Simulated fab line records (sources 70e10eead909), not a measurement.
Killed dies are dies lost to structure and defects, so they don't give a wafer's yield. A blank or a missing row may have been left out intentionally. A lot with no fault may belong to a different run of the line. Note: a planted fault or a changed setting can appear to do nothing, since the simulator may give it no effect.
fab line records    flow nandHarc
record: lots: 14  wafers: 42  lastDay: 33
route steps=1302 shown A_CONTACT@1012 A_BONDPAD@1216 THIN_TSV@1269 END@1302
lots that met no fault: taken from a fault-free run of the same line
startH: hours from the record's opening day to when the first of the lot's shown wafers began    waitH: how many hours have passed since the lot's step before this one    " same as the row above    L1.1+2: several wafers, shown together as one row    - value missing, or start not given    * or withheld: withheld    < > ~ a bound
route shown NAME@n: NAME is a module with steps in the file, n the number in the route of the first one    usual: mean/standard deviation of fault-free wafers    same: alike in all rows    chamber/n: place in a boat    sites: readings site by site    _std_site: standard deviation across them    _edge_site: outer sites' mean less inner sites'    radiusMm: how far each site lies from the wafer's centre    mask NAME#n: copy n    behind: the most recent tool/chamber to have shaped the wafer    hold: cause of the lot's hold/its duration in hours/its outcome    device: the transistor (n, p or np) that didn't switch    end of line: the tests these same wafers got at the end of their route    a step given without rows: its recipe and nothing more    killed: not the wafer's yield, but the dies lost to structure and defects at the first sort    map: the dies of a wafer, with x for killed, . for not killed, _ for no die there
set.NAME: the setting the step ran with; set.NAME@STEP: the setting that earlier step ran with    model.NAME: the simulator's own value behind a step, which no gauge read
one table for each step of the route and one row for each wafer, over a sample of lots
services: a tool's chamber out of use, with start hour (startH, from the record's first day; less than 0 if before it), hours out, and reason
== steps ==
step: NHARC_A_CONTACT_ETCH_118
recipe: sourceW: withheld  pressureMtorr: 20  biasV: 3000  timeS: 190  targetDepthA: 18500  arFlowSccm: withheld  c4f8FlowSccm: withheld  o2FlowSccm: withheld  chemistry: C4F8/O2/Ar
lot.wafer  tool           chamber  startH  waitH  rfHoursCounterH
L719.1     harCapEtch-02  0        506.82  0.1    85
L719.2     "              1        "       "      85
L719.5     "              1        "       "      -
L720.2     harCapEtch-03  1        508.32  0.1    43
L720.3     "              1        "       "      -
L720.5     "              0        "       "      -
L722.4     harCapEtch-03  0        524.67  0.1    -
L722.3     "              1        "       "      -
L722.5     "              0        "       "      -
L724.1     harCapEtch-01  0        559.35  0.1    6
L724.4     "              0        "       "      -
L724.6     "              1        "       "      -
L728.3     harCapEtch-01  0        591.09  0.1    -
L728.4     "              1        "       "      -
L728.5     "              0        "       "      -
L730.1     harCapEtch-01  0        597.04  0.1    18
L730.3     "              0        "       "      -
L730.6     "              1        "       "      -
L732.4     harCapEtch-01  0        614.51  0.1    -
L732.6     "              0        "       "      -
L732.5     "              1        "       "      -
L733.2     harCapEtch-02  1        647.55  0.2    109
L733.5     "              0        "       "      -
L733.6     "              1        "       "      -
L735.1     harCapEtch-03  1        650.78  0.1    70
L735.4     "              0        "       "      -
L735.5     "              0        "       "      -
L737.1     harCapEtch-01  0        686.21  0.1    31
L737.5     "              0        "       "      -
L737.6     "              1        "       "      -
L736.2     harCapEtch-02  1        686.42  0.1    114
L736.4     "              0        "       "      -
L736.5     "              1        "       "      -
L739.2     harCapEtch-02  1        700.73  0.2    116
L739.1     "              0        "       "      116
L739.5     "              0        "       "      -
L740.1     harCapEtch-03  1        700.92  0.1    77
L740.2     "              0        "       "      77
L740.5     "              0        "       "      -
L741.3     harCapEtch-03  1        720.99  0.1    -
L741.5     "              1        "       "      -
L741.6     "              0        "       "      -
step: NHARC_A_BONDPAD_OVL_MEAS_35
usual: overlayXNm: 3/4.7  overlayYNm: -1/4
lot.wafer  tool        chamber  startH  waitH  overlayXNm  overlayYNm
L719.1     overlay-02  -        547.29  -      -3          3
L719.2     "           -        "       "      -2          2
L719.5     "           -        "       "      -2          3
L720.2     overlay-01  -        548.10  -      2           -5
L720.3     "           -        "       "      2           -5
L720.5     "           -        "       "      2           -6
L722.3     overlay-02  -        559.61  -      7           2
L722.4     "           -        "       "      7           2
L722.5     "           -        "       "      7           2
L724.1     overlay-02  -        601.46  -      1           0
L724.4     "           -        "       "      1           0
L724.6     "           -        "       "      1           1
L728.3     overlay-01  -        632.78  -      2           0
L728.4     "           -        "       "      2           0
L728.5     "           -        "       "      2           0
L730.1     overlay-02  -        639.62  -      -8          4
L730.3     "           -        "       "      -8          3
L730.6     "           -        "       "      -9          3
L732.4     overlay-01  -        650.75  -      -2          -5
L732.5     "           -        "       "      -1          -6
L732.6     "           -        "       "      -1          -6
L733.2     overlay-02  -        683.27  -      5           1
L733.5     "           -        "       "      5           2
L733.6     "           -        "       "      4           2
L735.1     overlay-01  -        686.60  -      7           0
L735.4     "           -        "       "      7           0
L735.5     "           -        "       "      6           0
L737.1     overlay-01  -        724.82  -      -1          -3
L737.5     "           -        "       "      -2          -3
L737.6     "           -        "       "      -2          -3
L736.2     overlay-01  -        727.62  -      0           -13
L736.4     "           -        "       "      0           -12
L736.5     "           -        "       "      -1          -12
L740.1     overlay-01  -        737.23  -      -1          0
L740.2     "           -        "       "      -1          -1
L740.5     "           -        "       "      -1          -1
L739.1     overlay-01  -        741.61  -      12          -5
L739.2     "           -        "       "      12          -5
L739.5     "           -        "       "      12          -5
L741.3     overlay-02  -        755.64  -      4           4
L741.5     "           -        "       "      4           4
L741.6     "           -        "       "      4           4
step: NHARC_A_BONDPAD_ANNEAL_28
recipe: tempC: 225  timeS: 90
usual: wafer_temp_C_max: 226.8/0.34
lot.wafer  tool          chamber  startH  waitH  wafer_temp_C_max
L719.1     rtpAnneal-02  0        549.09  0.3    226.1
L719.2     "             0        "       "      226.5
L719.5     "             0        "       "      226.2
L720.2     rtpAnneal-02  0        549.95  -      226.9
L720.3     "             0        "       "      227.1
L720.5     "             0        "       "      227.4
L722.3     rtpAnneal-01  0        561.57  0.4    227.0
L722.4     "             0        "       "      226.8
L722.5     "             0        "       "      227.2
L724.1     rtpAnneal-01  0        603.30  -      226.9
L724.4     "             0        "       "      226.8
L724.6     "             0        "       "      227.1
L728.3     rtpAnneal-01  0        634.72  0.3    226.4
L728.4     "             0        "       "      226.7
L728.5     "             0        "       "      226.2
L730.1     rtpAnneal-02  0        641.47  0.3    226.6
L730.3     "             0        "       "      227.1
L730.6     "             0        "       "      226.4
L732.4     rtpAnneal-02  0        652.93  -      226.7
L732.5     "             0        "       "      227.0
L732.6     "             0        "       "      226.5
L733.2     rtpAnneal-01  0        685.38  -      226.8
L733.5     "             0        "       "      227.0
L733.6     "             0        "       "      226.4
L735.1     rtpAnneal-01  0        688.51  -      226.1
L735.4     "             0        "       "      226.6
L735.5     "             0        "       "      226.9
L737.1     rtpAnneal-02  0        726.73  0.4    226.5
L737.5     "             0        "       "      226.7
L737.6     "             0        "       "      226.6
L736.2     rtpAnneal-02  0        729.51  0.4    226.6
L736.4     "             0        "       "      226.6
L736.5     "             0        "       "      226.7
L740.1     rtpAnneal-01  0        739.03  -      227.1
L740.2     "             0        "       "      226.1
L740.5     "             0        "       "      226.4
L739.1     rtpAnneal-02  0        743.43  -      226.9
L739.2     "             0        "       "      226.9
L739.5     "             0        "       "      226.6
L741.3     rtpAnneal-02  0        757.54  -      226.5
L741.5     "             0        "       "      227.6
L741.6     "             0        "       "      226.7
step: NHARC_THIN_TSV_STRIP_62
recipe: powerW: 1500  tempC: 250  timeS: 20  chemistry: N2/H2
usual: drypumpMotorCurrentA: 5.8/0.79  heaterPowerW: 333/38
lot.wafer  tool            chamber  startH  waitH  drypumpMotorCurrentA  heaterPowerW  rfHoursCounterH
L720.2     plasmaAsher-02  0        564.92  -      6.3                   318           26
L720.3     "               0        "       "      6.3                   312           -
L720.5     "               0        "       "      6.3                   308           -
L719.1     plasmaAsher-02  0        566.05  -      6.3                   317           26
L719.2     "               1        "       "      4.7                   373           26
L719.5     "               1        "       "      4.7                   372           -
L722.3     plasmaAsher-02  1        578.10  -      4.7                   374           -
L722.4     "               0        "       "      6.3                   311           -
L722.5     "               0        "       "      6.3                   313           -
L724.1     plasmaAsher-02  0        620.30  -      6.3                   302           1
L724.4     "               0        "       "      6.3                   300           -
L724.6     "               1        "       "      4.7                   384           -
L728.3     plasmaAsher-01  1        650.67  -      6.3                   352           -
L728.4     "               0        "       "      6.5                   282           -
L728.5     "               1        "       "      6.3                   352           -
L730.1     plasmaAsher-02  1        658.32  -      4.7                   382           10
L730.3     "               1        "       "      4.6                   383           -
L730.6     "               1        "       "      4.7                   380           -
L732.4     plasmaAsher-01  0        686.08  -      6.6                   281           -
L732.6     "               0        "       "      6.6                   279           -
L732.5     "               1        "       "      6.3                   365           -
L733.2     plasmaAsher-02  0        705.20  -      6.3                   302           20
L733.6     "               1        "       "      4.7                   389           -
L733.5     "               0        "       "      6.3                   299           -
L735.1     plasmaAsher-01  0        706.51  -      6.5                   286           0
L735.4     "               0        "       "      6.6                   284           -
L735.5     "               0        "       "      6.6                   290           -
L737.1     plasmaAsher-01  0        749.29  -      6.6                   285           9
L737.5     "               1        "       "      6.2                   337           -
L737.6     "               0        "       "      6.6                   285           -
L736.2     plasmaAsher-02  0        750.49  -      6.3                   310           30
L736.4     "               0        "       "      6.2                   306           -
L736.5     "               0        "       "      6.2                   299           -
L740.2     plasmaAsher-02  1        760.31  -      4.7                   371           32
L740.1     "               0        "       "      6.3                   306           32
L740.5     "               1        "       "      4.7                   385           -
L739.2     plasmaAsher-02  0        761.49  -      6.2                   303           32
L739.1     "               1        "       "      4.7                   372           32
L739.5     "               0        "       "      6.3                   309           -
L741.3     plasmaAsher-02  1        774.06  -      4.7                   382           -
L741.5     "               1        "       "      4.7                   370           -
L741.6     "               0        "       "      6.3                   297           -
step: NHARC_END_SORT_01
recipe: tempC: 25
usual: killedAtArray: 53/19  killedAtOther: 0.8/1.2  killedAtPeriphery: 3.7/2.3  killedDies: 57/19  killedOpen: 3.2/1.7  killedShort: 2.6/1.8
same: grossDies: 677
lot.wafer  tool       chamber  startH  waitH  killedAtArray  killedAtOther  killedAtPeriphery  killedDies  killedOpen  killedShort
L728.3     prober-01  0        663.79  3.1    148            0              2                  150         3           1
L728.4     prober-01  0        664.60  3.4    112            1              1                  114         3           1
L728.5     prober-01  0        665.41  3.7    146            2              4                  152         5           2
L730.1     prober-01  0        670.02  2.5    117            1              2                  120         0           0
L730.3     prober-01  0        671.61  3.1    122            1              2                  125         2           1
L730.6     prober-01  0        674.00  4.0    106            0              6                  112         2           4
L732.4     prober-01  0        700.87  3.4    148            2              6                  156         4           1
L732.5     prober-01  0        701.67  3.7    111            1              2                  114         2           3
L732.6     prober-01  0        702.48  4.0    155            0              3                  158         4           2
killed by level:class
L728.3 A_CONTACT:unspecified=100 A_CHANNEL_HOLE_D1:chamberFilmFlake=30 A_CHANNEL_HOLE_D2:chamberFilmFlake=8 A_CONTACT:chamberFilmFlake=3 A_SLIT:chamberFilmFlake=2 A_DECK1_JOINT:chamberFilmFlake=2 P_M0:geometricParticle:open=1 P_M2:geometricParticle:open=1
L728.4 A_CONTACT:unspecified=81 A_CHANNEL_HOLE_D1:chamberFilmFlake=15 A_CHANNEL_HOLE_D2:chamberFilmFlake=5 A_DECK1_JOINT:chamberFilmFlake=2 A_WL_FILL:chamberFilmFlake=2 A_CONTACT:chamberFilmFlake=2 A_CHANNEL_FILL_D1:geometricParticle:open=1 A_CHANNEL_HOLE_D2:geometricParticle:open=1
L728.5 A_CONTACT:unspecified=104 A_CHANNEL_HOLE_D1:chamberFilmFlake=21 A_CHANNEL_HOLE_D2:chamberFilmFlake=16 P_CONTACT:geometricParticle:open=2 THIN_TSV:chamberFilmFlake=2 P_CONTACT:geometricParticle:short=1 A_CHANNEL_FILL_D1:geometricParticle:short=1 A_DECK1_JOINT:geometricParticle:open=1
L730.1 A_CONTACT:unspecified=106 A_CHANNEL_FILL_D2:chamberFilmFlake=4 A_CHANNEL_HOLE_D1:chamberFilmFlake=3 A_SLIT:chamberFilmFlake=2 P_STI:chamberFilmFlake=1 P_GATE:chamberFilmFlake=1 A_CHANNEL_HOLE_D2:chamberFilmFlake=1 A_STAIRCASE:chamberFilmFlake=1
L730.3 A_CONTACT:unspecified=105 A_CHANNEL_HOLE_D1:chamberFilmFlake=4 A_SLIT:chamberFilmFlake=4 A_CHANNEL_HOLE_D2:chamberFilmFlake=3 A_CHANNEL_FILL_D2:chamberFilmFlake=3 P_M0:geometricParticle:open=1 A_CHANNEL_FILL_D2:geometricParticle:short=1 A_CONTACT:geometricParticle:open=1
L730.6 A_CONTACT:unspecified=90 P_M1:chamberFilmFlake=4 A_SLIT:chamberFilmFlake=3 A_CONTACT:chamberFilmFlake=3 A_WL_FILL:geometricParticle:short=2 A_STAIRCASE:chamberFilmFlake=2 P_M1:geometricParticle:short=1 A_ONON_D1:geometricParticle:short=1
L732.4 A_CONTACT:unspecified=102 A_CHANNEL_HOLE_D1:chamberFilmFlake=30 A_CHANNEL_HOLE_D2:chamberFilmFlake=8 A_DECK1_JOINT:geometricParticle:open=2 P_ZERO_WELL:chamberFilmFlake=2 A_DECK1_JOINT:chamberFilmFlake=2 A_STAIRCASE:chamberFilmFlake=2 THIN_TSV:chamberFilmFlake=2
L732.5 A_CONTACT:unspecified=80 A_CHANNEL_HOLE_D1:chamberFilmFlake=18 A_CHANNEL_HOLE_D2:chamberFilmFlake=4 A_STAIRCASE:chamberFilmFlake=2 P_GATE:geometricParticle:open=1 A_SOURCE_PLATE:geometricParticle:short=1 A_ONON_D1:geometricParticle:open=1 A_DECK1_JOINT:geometricParticle:short=1
L732.6 A_CONTACT:unspecified=103 A_CHANNEL_HOLE_D1:chamberFilmFlake=28 A_CHANNEL_HOLE_D2:chamberFilmFlake=11 A_SLIT:chamberFilmFlake=3 A_CONTACT:geometricParticle:open=2 A_STAIRCASE:chamberFilmFlake=2 P_M0:geometricParticle:open=1 A_CHANNEL_HOLE_D1:geometricParticle:short=1
== services ==
tool            chamber  startH  hours  kind
harCapEtch-01   -        498.98  17.0   pm
harCapEtch-01   0        498.98  17.0   ventCycle
harCapEtch-01   1        498.98  17.0   ventCycle
harCapEtch-01   0        515.98  -      clean
harCapEtch-01   1        515.98  -      clean
plasmaAsher-01  -        519.72  9.0    pm
plasmaAsher-01  0        519.72  9.0    ventCycle
plasmaAsher-01  1        519.72  9.0    ventCycle
plasmaAsher-01  0        528.72  -      clean
plasmaAsher-02  -        553.89  8.4    repair
harCapEtch-02   -        561.56  3.9    repair
harCapEtch-03   -        593.66  1.3    repair
plasmaAsher-02  -        603.00  9.0    pm
plasmaAsher-02  0        603.00  9.0    ventCycle
plasmaAsher-02  1        603.00  9.0    ventCycle
plasmaAsher-02  0        612.00  -      clean
plasmaAsher-02  1        612.00  -      clean
harCapEtch-02   -        632.06  0.4    repair
plasmaAsher-01  -        696.72  9.0    pm
rtpAnneal-02    -        744.00  12.0   pm
harCapEtch-02   -        754.00  17.0   pm
plasmaAsher-02  -        756.87  1.1    repair
harCapEtch-01   -        761.44  0.1    repair
plasmaAsher-01  -        774.05  1.0    repair
== key ==
firstSign: step: NHARC_END_SORT_01  reading: killedDies  direction: up  sigmas: 4  usual: 57  struck: 133
effect: step: NHARC_END_SORT_01  reading: killedAtArray  direction: up  sigmas: 4  usual: 53  struck: 129
moreKillsBornAt: NHARC_A_CONTACT_ETCH_118@harCapEtch-01: 870
metAt NHARC_A_CONTACT_ETCH_118
struckLots L728,L730,L732
testerLeftOut L728,L730,L732
notActingAt NHARC_A_BONDPAD_OVL_MEAS_35,NHARC_A_BONDPAD_ANNEAL_28,NHARC_THIN_TSV_STRIP_62
onsetBetween 559.35 591.09
fault: kind: chamberParticleSource  tool: harCapEtch-01  chamber: -  onsetH: 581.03  steps: NHARC_A_CONTACT_ETCH_118  ratePerVisitCm2: 1.7709  endH: 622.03
testerLeftOut: of these lots the tester's yield and bins aren't shown, on N5 and GAA mostly nor the transistor test; their killed dies are dies lost to structure and defects alone, not to doping, threshold or leakage, so they don't give the yield
